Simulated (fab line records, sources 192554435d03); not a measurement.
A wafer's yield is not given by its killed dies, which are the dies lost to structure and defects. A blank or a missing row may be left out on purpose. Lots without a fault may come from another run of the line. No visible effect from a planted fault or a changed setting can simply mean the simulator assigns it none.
The tool behind it: which one? || flow n5-finfet || 23 wafers from 8 lots sampled at 5 of the route's 1938 steps

== WHAT THE GAUGES SHOWED, per wafer ==
N5_BEOL_M4_RC_MEAS_101. Usual: DIBL_N 37.5 mV/V, standard deviation 2; DIBL_P 37.5 mV/V, standard deviation 2.5; IGATE_N 0.0122 nA/um, standard deviation 0.0017; IOFF_N 0.18 nA/um, standard deviation 0.042; IOFF_N_85C 3.5 nA/um, standard deviation 0.67; IOFF_N_LIN 0.080 nA/um, standard deviation 0.015; IOFF_N_LONG 5.53e-05 nA/um, standard deviation 2.1e-06; IOFF_P 0.24 nA/um, standard deviation 0.046; IOFF_P_LIN 0.107 nA/um, standard deviation 0.016; IOFF_P_LONG 0.000104 nA/um, standard deviation 8.1e-06; ION_N 677 uA/um, standard deviation 15; ION_P 464 uA/um, standard deviation 9.5; SS_N 72.0 mV/dec, standard deviation 0.76; SS_P 73.6 mV/dec, standard deviation 0.79; VT_N 249 mV, standard deviation 3.5; VT_N_LONG 275.3 mV, standard deviation 1.9; VT_N_LVT 98 mV, standard deviation 3.6; VT_P -249 mV, standard deviation 3.2; VT_P_LONG -275.6 mV, standard deviation 2.7; VT_P_LVT -98 mV, standard deviation 3.
{"lot": "L939", "measured": "day 7 17:21", "on": "prober-01", "DIBL_N (mV/V)": "40.3 36.7 37.4", "DIBL_P (mV/V)": "39.7 36.9 37.3", "IGATE_N (nA/um)": "0.0138 0.0111 0.0091", "IOFF_N (nA/um)": "0.25 0.16 0.16", "IOFF_N_85C (nA/um)": "4.6 3.1 3.2", "IOFF_N_LIN (nA/um)": "0.089 0.074 0.074", "IOFF_N_LONG (nA/um)": "5.52e-05 5.55e-05 5.7e-05", "IOFF_P (nA/um)": "0.27 0.23 0.23", "IOFF_P_LIN (nA/um)": "0.119 0.110 0.105", "IOFF_P_LONG (nA/um)": "0.000101 0.000107 0.000108", "ION_N (uA/um)": "677 686 690", "ION_P (uA/um)": "458 473 473", "SS_N (mV/dec)": "73.5 71.2 72.0", "SS_P (mV/dec)": "73.8 72.4 73.4", "VT_N (mV)": "245 248 250", "VT_N_LONG (mV)": "275.3 276.7 273.6", "VT_N_LVT (mV)": "97 99 99", "VT_P (mV)": "-249 -248 -247", "VT_P_LONG (mV)": "-274.9 -274.0 -275.9", "VT_P_LVT (mV)": "-95 -97 -97", "flag": ""}
{"lot": "L942", "measured": "day 8 13:19", "on": "prober-01", "DIBL_N (mV/V)": "36.9 37.5", "DIBL_P (mV/V)": "37.5 39.2", "IGATE_N (nA/um)": "0.0121 0.0124", "IOFF_N (nA/um)": "0.16 0.18", "IOFF_N_85C (nA/um)": "3.1 3.5", "IOFF_N_LIN (nA/um)": "0.071 0.084", "IOFF_N_LONG (nA/um)": "5.23e-05 5.2e-05", "IOFF_P (nA/um)": "0.20 0.23", "IOFF_P_LIN (nA/um)": "0.088 0.100", "IOFF_P_LONG (nA/um)": "8.5e-05 8.4e-05", "ION_N (uA/um)": "657 670", "ION_P (uA/um)": "451 455", "SS_N (mV/dec)": "72.8 72.1", "SS_P (mV/dec)": "73.8 74.4", "VT_N (mV)": "251 249", "VT_N_LONG (mV)": "278.5 276.5", "VT_N_LVT (mV)": "101 97", "VT_P (mV)": "-256 -250", "VT_P_LONG (mV)": "-283.7 -282.1", "VT_P_LVT (mV)": "-104 -100", "flag": ""}
{"lot": "L952", "measured": "day 11 07:12", "on": "prober-02", "DIBL_N (mV/V)": "39.4 39.2 34.6", "DIBL_P (mV/V)": "39.6 39.9 34.0", "IGATE_N (nA/um)": "0.0179 0.0135 0.0142", "IOFF_N (nA/um)": "1.61 0.21 0.14", "IOFF_N_85C (nA/um)": "21.5 4.0 2.7", "IOFF_N_LIN (nA/um)": "0.683 0.092 0.064", "IOFF_N_LONG (nA/um)": "0.0003309 5.49e-05 5.59e-05", "IOFF_P (nA/um)": "0.12 0.25 0.17", "IOFF_P_LIN (nA/um)": "0.054 0.108 0.082", "IOFF_P_LONG (nA/um)": "6.3e-05 9.8e-05 9.8e-05", "ION_N (uA/um)": "796 680 663", "ION_P (uA/um)": "430 460 448", "SS_N (mV/dec)": "72.2 72.6 71.4", "SS_P (mV/dec)": "74.0 74.8 72.7", "VT_N (mV)": "191 247 252", "VT_N_LONG (mV)": "217.4 274.5 272.5", "VT_N_LVT (mV)": "36 93 98", "VT_P (mV)": "-270 -249 -254", "VT_P_LONG (mV)": "-294.6 -278.2 -279.1", "VT_P_LVT (mV)": "-115 -97 -100", "flag": "OFF"}
{"lot": "L954", "measured": "day 11 08:13", "on": "prober-01", "DIBL_N (mV/V)": "41.2 37.0 40.0", "DIBL_P (mV/V)": "41.2 36.4 39.8", "IGATE_N (nA/um)": "0.0154 0.0124 0.0112", "IOFF_N (nA/um)": "1.77 0.16 0.22", "IOFF_N_85C (nA/um)": "23.5 3.2 4.1", "IOFF_N_LIN (nA/um)": "0.737 0.076 0.098", "IOFF_N_LONG (nA/um)": "0.0003274 5.42e-05 5.55e-05", "IOFF_P (nA/um)": "0.16 0.24 0.28", "IOFF_P_LIN (nA/um)": "0.067 0.107 0.122", "IOFF_P_LONG (nA/um)": "6.8e-05 0.000106 0.000105", "ION_N (uA/um)": "785 676 691", "ION_P (uA/um)": "423 465 476", "SS_N (mV/dec)": "72.3 71.5 72.2", "SS_P (mV/dec)": "74.2 73.9 73.6", "VT_N (mV)": "191 248 247", "VT_N_LONG (mV)": "217.3 275.1 274.8", "VT_N_LVT (mV)": "40 99 96", "VT_P (mV)": "-266 -248 -248", "VT_P_LONG (mV)": "-291.3 -275.2 -275.6", "VT_P_LVT (mV)": "-114 -99 -96", "flag": "OFF"}
{"lot": "L955", "measured": "day 11 13:32", "on": "prober-02", "DIBL_N (mV/V)": "35.3 36.3 35.2", "DIBL_P (mV/V)": "34.4 35.7 34.0", "IGATE_N (nA/um)": "0.0090 0.0107 0.0107", "IOFF_N (nA/um)": "0.12 0.15 0.12", "IOFF_N_85C (nA/um)": "2.5 2.9 2.4", "IOFF_N_LIN (nA/um)": "0.060 0.069 0.056", "IOFF_N_LONG (nA/um)": "5.35e-05 5.48e-05 5.25e-05", "IOFF_P (nA/um)": "0.18 0.20 0.17", "IOFF_P_LIN (nA/um)": "0.087 0.092 0.082", "IOFF_P_LONG (nA/um)": "0.000106 0.000109 0.000108", "ION_N (uA/um)": "661 688 648", "ION_P (uA/um)": "461 476 452", "SS_N (mV/dec)": "71.0 71.4 71.3", "SS_P (mV/dec)": "72.3 72.5 72.6", "VT_N (mV)": "254 252 257", "VT_N_LONG (mV)": "274.5 279.2 277.2", "VT_N_LVT (mV)": "102 99 104", "VT_P (mV)": "-252 -255 -254", "VT_P_LONG (mV)": "-278.5 -278.3 -277.4", "VT_P_LVT (mV)": "-100 -98 -100", "flag": ""}
{"lot": "L957", "measured": "day 12 09:40", "on": "prober-01", "DIBL_N (mV/V)": "40.8 38.5 39.0", "DIBL_P (mV/V)": "40.6 36.9 38.1", "IGATE_N (nA/um)": "0.0137 0.0100 0.0082", "IOFF_N (nA/um)": "0.23 0.18 0.19", "IOFF_N_85C (nA/um)": "4.3 3.5 3.6", "IOFF_N_LIN (nA/um)": "0.101 0.074 0.082", "IOFF_N_LONG (nA/um)": "5.65e-05 5.75e-05 5.64e-05", "IOFF_P (nA/um)": "0.29 0.24 0.25", "IOFF_P_LIN (nA/um)": "0.129 0.111 0.115", "IOFF_P_LONG (nA/um)": "0.00011 0.00011 0.000116", "ION_N (uA/um)": "690 655 664", "ION_P (uA/um)": "470 457 460", "SS_N (mV/dec)": "72.2 71.7 71.6", "SS_P (mV/dec)": "74.2 73.8 73.0", "VT_N (mV)": "244 249 249", "VT_N_LONG (mV)": "275.3 277.6 274.3", "VT_N_LVT (mV)": "96 100 98", "VT_P (mV)": "-247 -247 -247", "VT_P_LONG (mV)": "-272.7 -276.6 -274.7", "VT_P_LVT (mV)": "-95 -97 -97", "flag": ""}
{"lot": "L960", "measured": "day 13 06:29", "on": "prober-02", "DIBL_N (mV/V)": "39.4 37.3 37.4", "DIBL_P (mV/V)": "38.3 34.9 36.5", "IGATE_N (nA/um)": "0.0120 0.0099 0.0100", "IOFF_N (nA/um)": "0.23 0.18 0.18", "IOFF_N_85C (nA/um)": "4.3 3.6 3.6", "IOFF_N_LIN (nA/um)": "0.098 0.079 0.083", "IOFF_N_LONG (nA/um)": "5.59e-05 5.68e-05 5.63e-05", "IOFF_P (nA/um)": "0.24 0.19 0.20", "IOFF_P_LIN (nA/um)": "0.108 0.093 0.096", "IOFF_P_LONG (nA/um)": "0.000108 0.000105 0.00011", "ION_N (uA/um)": "708 685 693", "ION_P (uA/um)": "470 465 467", "SS_N (mV/dec)": "72.3 71.6 72.1", "SS_P (mV/dec)": "74.6 72.8 73.8", "VT_N (mV)": "244 248 247", "VT_N_LONG (mV)": "276.7 274.4 272.3", "VT_N_LVT (mV)": "92 95 94", "VT_P (mV)": "-249 -250 -251", "VT_P_LONG (mV)": "-274.3 -277.1 -274.2", "VT_P_LVT (mV)": "-97 -98 -97", "flag": ""}
{"lot": "L962", "measured": "day 13 19:04", "on": "prober-02", "DIBL_N (mV/V)": "37.1 35.2 38.5", "DIBL_P (mV/V)": "36.8 35.5 38.6", "IGATE_N (nA/um)": "0.0131 0.0124 0.0125", "IOFF_N (nA/um)": "0.19 0.13 0.20", "IOFF_N_85C (nA/um)": "3.5 2.6 3.7", "IOFF_N_LIN (nA/um)": "0.077 0.065 0.088", "IOFF_N_LONG (nA/um)": "5.67e-05 5.47e-05 5.53e-05", "IOFF_P (nA/um)": "0.20 0.18 0.23", "IOFF_P_LIN (nA/um)": "0.093 0.089 0.104", "IOFF_P_LONG (nA/um)": "9.6e-05 0.000105 0.000105", "ION_N (uA/um)": "668 659 673", "ION_P (uA/um)": "454 452 457", "SS_N (mV/dec)": "72.8 71.5 72.3", "SS_P (mV/dec)": "73.0 73.1 74.2", "VT_N (mV)": "248 251 248", "VT_N_LONG (mV)": "272.6 275.6 273.5", "VT_N_LVT (mV)": "98 102 96", "VT_P (mV)": "-253 -253 -249", "VT_P_LONG (mV)": "-277.5 -275.1 -275.3", "VT_P_LVT (mV)": "-100 -103 -100", "flag": ""}

== WHICH TOOL RAN EACH LOT (tool, then ch and the chambers of the sampled wafers, then the start) ==
{"lot": "L939", "N5_HKMG_FIN_ETCH_32": "rie-diel-06 ch 0,1,3, day 4 01:11", "N5_HKMG_FIN_ALD_91": "ald-metal-03 ch 1,2,3, day 4 02:05", "N5_HKMG_FIN_ETCH_86": "rie-diel-06 ch 0,1, day 4 02:31", "N5_HKMG_FIN_ALD_71": "ald-metal-03 ch 0,2,3, day 4 03:15"}
{"lot": "L942", "N5_HKMG_FIN_ETCH_32": "rie-diel-05 ch 0,2, day 4 23:30", "N5_HKMG_FIN_ALD_91": "ald-metal-03 ch 0,3, day 5 00:23", "N5_HKMG_FIN_ETCH_86": "rie-diel-05 ch 1,3, day 5 00:44", "N5_HKMG_FIN_ALD_71": "ald-metal-02 ch 2,3, day 5 01:28"}
{"lot": "L952", "N5_HKMG_FIN_ETCH_32": "rie-diel-05 ch 1,2,3, day 7 09:26", "N5_HKMG_FIN_ALD_91": "ald-metal-02 ch 1,2,3, day 7 10:21", "N5_HKMG_FIN_ETCH_86": "rie-diel-06 ch 0,1,3, day 7 10:41", "N5_HKMG_FIN_ALD_71": "ald-metal-03 ch 0,1,2, day 7 11:25"}
{"lot": "L954", "N5_HKMG_FIN_ETCH_32": "rie-diel-05 ch 0,1,3, day 7 21:14", "N5_HKMG_FIN_ALD_91": "ald-metal-02 ch 0,2,3, day 7 22:08", "N5_HKMG_FIN_ETCH_86": "rie-diel-06 ch 0,2,3, day 7 22:28", "N5_HKMG_FIN_ALD_71": "ald-metal-01 ch 0,2, day 7 23:12"}
{"lot": "L955", "N5_HKMG_FIN_ETCH_32": "rie-diel-05 ch 1,3, day 8 02:17", "N5_HKMG_FIN_ALD_91": "ald-metal-01 ch 0,1,3, day 8 03:12", "N5_HKMG_FIN_ETCH_86": "rie-diel-04 ch 1,3, day 8 03:32", "N5_HKMG_FIN_ALD_71": "ald-metal-03 ch 1,2, day 8 04:16"}
{"lot": "L957", "N5_HKMG_FIN_ETCH_32": "rie-diel-06 ch 1,2,3, day 8 13:42", "N5_HKMG_FIN_ALD_91": "ald-metal-01 ch 0,1,3, day 8 14:35", "N5_HKMG_FIN_ETCH_86": "rie-diel-05 ch 0,2,3, day 8 15:07", "N5_HKMG_FIN_ALD_71": "ald-metal-01 ch 0,1,3, day 8 15:52"}
{"lot": "L960", "N5_HKMG_FIN_ETCH_32": "rie-diel-05 ch 0,1, day 9 10:09", "N5_HKMG_FIN_ALD_91": "ald-metal-03 ch 0,1,3, day 9 11:02", "N5_HKMG_FIN_ETCH_86": "rie-diel-04 ch 0,1, day 9 11:23", "N5_HKMG_FIN_ALD_71": "ald-metal-02 ch 0,1, day 9 12:07"}
{"lot": "L962", "N5_HKMG_FIN_ETCH_32": "rie-diel-04 ch 0,2,3, day 9 20:31", "N5_HKMG_FIN_ALD_91": "ald-metal-03 ch 0,1,2, day 9 21:25", "N5_HKMG_FIN_ETCH_86": "rie-diel-06 ch 2,3, day 9 21:45", "N5_HKMG_FIN_ALD_71": "ald-metal-01 ch 0,3, day 9 22:29"}
- N5_HKMG_FIN_ETCH_32: etches SOC in N2/H2, target depth 240 nm, time 300 s.
- N5_HKMG_FIN_ALD_91: deposits TiN, target thk 1 nm, pulse time 1 s, purge time 3 s.
- N5_HKMG_FIN_ETCH_86: etches SOC in N2/H2, stops on TiN, target depth 393.2 nm.
- N5_HKMG_FIN_ALD_71: deposits TiN, target thk 1 nm, pulse time 1 s, purge time 3 s.

== WHAT THE TOOLS THEMSELVES READ (means of the sampled wafers that have a number; where no wafer has one, the mark that the record gives instead) ==
N5_HKMG_FIN_ETCH_32. Usual: drypump-motor-current-A 5.6 A, standard deviation 0.47; h2-flow-sccm 199.9 sccm, standard deviation 0.59; oes-product-au 0.76 a.u., standard deviation 0.083; rf-vpp-V 525.3 V, standard deviation 2.1; showerhead-plenum-p-Torr 2.60 Torr, standard deviation 0.077; throttle-valve-pct 17.89 %, standard deviation 0.24.
{"lot": "L939", "tool": "rie-diel-06", "drypump-motor-current-A (A)": 5.9, "h2-flow-sccm (sccm)": 200.4, "oes-product-au (a.u.)": 0.77, "rf-vpp-V (V)": 523.1, "showerhead-plenum-p-Torr (Torr)": 2.54, "throttle-valve-pct (%)": 17.77, "flag": ""}
{"lot": "L942", "tool": "rie-diel-05", "drypump-motor-current-A (A)": 6.2, "h2-flow-sccm (sccm)": 200.2, "oes-product-au (a.u.)": 0.82, "rf-vpp-V (V)": 527.8, "showerhead-plenum-p-Torr (Torr)": 2.67, "throttle-valve-pct (%)": 17.65, "flag": ""}
{"lot": "L952", "tool": "rie-diel-05", "drypump-motor-current-A (A)": 5.7, "h2-flow-sccm (sccm)": 199.8, "oes-product-au (a.u.)": 0.83, "rf-vpp-V (V)": 527.8, "showerhead-plenum-p-Torr (Torr)": 2.68, "throttle-valve-pct (%)": 17.90, "flag": ""}
{"lot": "L954", "tool": "rie-diel-05", "drypump-motor-current-A (A)": 5.6, "h2-flow-sccm (sccm)": 200.4, "oes-product-au (a.u.)": 0.80, "rf-vpp-V (V)": 527.6, "showerhead-plenum-p-Torr (Torr)": 2.66, "throttle-valve-pct (%)": 17.89, "flag": ""}
{"lot": "L955", "tool": "rie-diel-05", "drypump-motor-current-A (A)": 5.3, "h2-flow-sccm (sccm)": 199.3, "oes-product-au (a.u.)": 0.78, "rf-vpp-V (V)": 526.5, "showerhead-plenum-p-Torr (Torr)": 2.65, "throttle-valve-pct (%)": 18.05, "flag": ""}
{"lot": "L957", "tool": "rie-diel-06", "drypump-motor-current-A (A)": 6.0, "h2-flow-sccm (sccm)": 199.6, "oes-product-au (a.u.)": 0.73, "rf-vpp-V (V)": 525.3, "showerhead-plenum-p-Torr (Torr)": 2.57, "throttle-valve-pct (%)": 17.83, "flag": ""}
{"lot": "L960", "tool": "rie-diel-05", "drypump-motor-current-A (A)": 5.8, "h2-flow-sccm (sccm)": 199.3, "oes-product-au (a.u.)": 0.83, "rf-vpp-V (V)": 527.0, "showerhead-plenum-p-Torr (Torr)": 2.62, "throttle-valve-pct (%)": 17.68, "flag": ""}
{"lot": "L962", "tool": "rie-diel-04", "drypump-motor-current-A (A)": 5.4, "h2-flow-sccm (sccm)": 200.8, "oes-product-au (a.u.)": 0.83, "rf-vpp-V (V)": 523.9, "showerhead-plenum-p-Torr (Torr)": 2.53, "throttle-valve-pct (%)": 17.82, "flag": ""}

N5_HKMG_FIN_ALD_91. Usual: heater-power-w 885 W, standard deviation 58; precursor-pulse-height-rel 1.000, standard deviation 0.022.
{"lot": "L939", "tool": "ald-metal-03", "heater-power-w (W)": 926, "precursor-pulse-height-rel": 1.015, "flag": ""}
{"lot": "L942", "tool": "ald-metal-03", "heater-power-w (W)": 905, "precursor-pulse-height-rel": 1.006, "flag": ""}
{"lot": "L952", "tool": "ald-metal-02", "heater-power-w (W)": 856, "precursor-pulse-height-rel": 0.988, "flag": ""}
{"lot": "L954", "tool": "ald-metal-02", "heater-power-w (W)": 808, "precursor-pulse-height-rel": 1.012, "flag": ""}
{"lot": "L955", "tool": "ald-metal-01", "heater-power-w (W)": 883, "precursor-pulse-height-rel": 1.022, "flag": ""}
{"lot": "L957", "tool": "ald-metal-01", "heater-power-w (W)": 891, "precursor-pulse-height-rel": 0.982, "flag": ""}
{"lot": "L960", "tool": "ald-metal-03", "heater-power-w (W)": 928, "precursor-pulse-height-rel": 0.990, "flag": ""}
{"lot": "L962", "tool": "ald-metal-03", "heater-power-w (W)": 914, "precursor-pulse-height-rel": 0.996, "flag": ""}

N5_HKMG_FIN_ETCH_86. Usual: drypump-motor-current-A 5.8 A, standard deviation 0.41; h2-flow-sccm 200.0 sccm, standard deviation 0.65; oes-product-au 0.76 a.u., standard deviation 0.079; rf-vpp-V 241.1 V, standard deviation 1.2; showerhead-plenum-p-Torr 2.57 Torr, standard deviation 0.079; throttle-valve-pct 17.81 %, standard deviation 0.24.
{"lot": "L939", "tool": "rie-diel-06", "drypump-motor-current-A (A)": 6.0, "h2-flow-sccm (sccm)": 200.0, "oes-product-au (a.u.)": 0.74, "rf-vpp-V (V)": 241.5, "showerhead-plenum-p-Torr (Torr)": 2.52, "throttle-valve-pct (%)": 17.64, "flag": ""}
{"lot": "L942", "tool": "rie-diel-05", "drypump-motor-current-A (A)": 5.4, "h2-flow-sccm (sccm)": 200.6, "oes-product-au (a.u.)": 0.70, "rf-vpp-V (V)": 241.0, "showerhead-plenum-p-Torr (Torr)": 2.52, "throttle-valve-pct (%)": 18.15, "flag": ""}
{"lot": "L952", "tool": "rie-diel-06", "drypump-motor-current-A (A)": 5.9, "h2-flow-sccm (sccm)": 199.7, "oes-product-au (a.u.)": 0.73, "rf-vpp-V (V)": 240.0, "showerhead-plenum-p-Torr (Torr)": 2.53, "throttle-valve-pct (%)": 17.79, "flag": ""}
{"lot": "L954", "tool": "rie-diel-06", "drypump-motor-current-A (A)": 5.9, "h2-flow-sccm (sccm)": 199.4, "oes-product-au (a.u.)": 0.75, "rf-vpp-V (V)": 240.8, "showerhead-plenum-p-Torr (Torr)": 2.59, "throttle-valve-pct (%)": 17.76, "flag": ""}
{"lot": "L955", "tool": "rie-diel-04", "drypump-motor-current-A (A)": 5.3, "h2-flow-sccm (sccm)": 200.6, "oes-product-au (a.u.)": 0.89, "rf-vpp-V (V)": 240.6, "showerhead-plenum-p-Torr (Torr)": 2.52, "throttle-valve-pct (%)": 17.62, "flag": ""}
{"lot": "L957", "tool": "rie-diel-05", "drypump-motor-current-A (A)": 6.0, "h2-flow-sccm (sccm)": 200.2, "oes-product-au (a.u.)": 0.82, "rf-vpp-V (V)": 242.2, "showerhead-plenum-p-Torr (Torr)": 2.68, "throttle-valve-pct (%)": 17.72, "flag": ""}
{"lot": "L960", "tool": "rie-diel-04", "drypump-motor-current-A (A)": 5.7, "h2-flow-sccm (sccm)": 199.5, "oes-product-au (a.u.)": 0.83, "rf-vpp-V (V)": 241.0, "showerhead-plenum-p-Torr (Torr)": 2.54, "throttle-valve-pct (%)": 17.84, "flag": ""}
{"lot": "L962", "tool": "rie-diel-06", "drypump-motor-current-A (A)": 6.0, "h2-flow-sccm (sccm)": 199.7, "oes-product-au (a.u.)": 0.73, "rf-vpp-V (V)": 241.4, "showerhead-plenum-p-Torr (Torr)": 2.62, "throttle-valve-pct (%)": 17.79, "flag": ""}

N5_HKMG_FIN_ALD_71. Usual: heater-power-w 878 W, standard deviation 58; precursor-pulse-height-rel 0.997, standard deviation 0.021.
{"lot": "L939", "tool": "ald-metal-03", "heater-power-w (W)": 902, "precursor-pulse-height-rel": 0.993, "flag": ""}
{"lot": "L942", "tool": "ald-metal-02", "heater-power-w (W)": 832, "precursor-pulse-height-rel": 0.996, "flag": ""}
{"lot": "L952", "tool": "ald-metal-03", "heater-power-w (W)": 902, "precursor-pulse-height-rel": 0.992, "flag": ""}
{"lot": "L954", "tool": "ald-metal-01", "heater-power-w (W)": 865, "precursor-pulse-height-rel": 0.985, "flag": ""}
{"lot": "L955", "tool": "ald-metal-03", "heater-power-w (W)": 922, "precursor-pulse-height-rel": 0.985, "flag": ""}
{"lot": "L957", "tool": "ald-metal-01", "heater-power-w (W)": 879, "precursor-pulse-height-rel": 1.002, "flag": ""}
{"lot": "L960", "tool": "ald-metal-02", "heater-power-w (W)": 915, "precursor-pulse-height-rel": 1.018, "flag": ""}
{"lot": "L962", "tool": "ald-metal-01", "heater-power-w (W)": 838, "precursor-pulse-height-rel": 0.987, "flag": ""}

== THE ANSWER, worked out from the rows above alone ==
Rule: take the mean of a lot's wafers that have a number; if it is more than 3 standard deviations from the usual mean, the lot is off. A lot without any number at a reading at which 4 lots or more have one is off too. The other lots that the step has rows for count as sound. First the gauges in route order, then the tools' own readings, where a lot's mean is used as printed above. At the first step where some lot is off, the reading lying furthest off is the one used; lots without a number count as furthest.
Off: at N5_BEOL_M4_RC_MEAS_101 (IOFF_N_LONG), L952, L954.
If a tool, at a process step before that reading, ran all the lots that are off and no sound lot after the first of them, it fits. Gauges at N5_BEOL_M4_RC_MEAS_101: tried the same way as those tools. One candidate fits, namely ald-metal-02 at N5_HKMG_FIN_ALD_91. It ran no sound lot before its first lot that is off in this sample, so the start can't be narrowed down.

== WHAT THE SIMULATOR HAD INSERTED ==
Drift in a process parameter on ald-metal-02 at N5_HKMG_FIN_ALD_91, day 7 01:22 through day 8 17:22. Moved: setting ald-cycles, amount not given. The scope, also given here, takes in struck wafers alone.
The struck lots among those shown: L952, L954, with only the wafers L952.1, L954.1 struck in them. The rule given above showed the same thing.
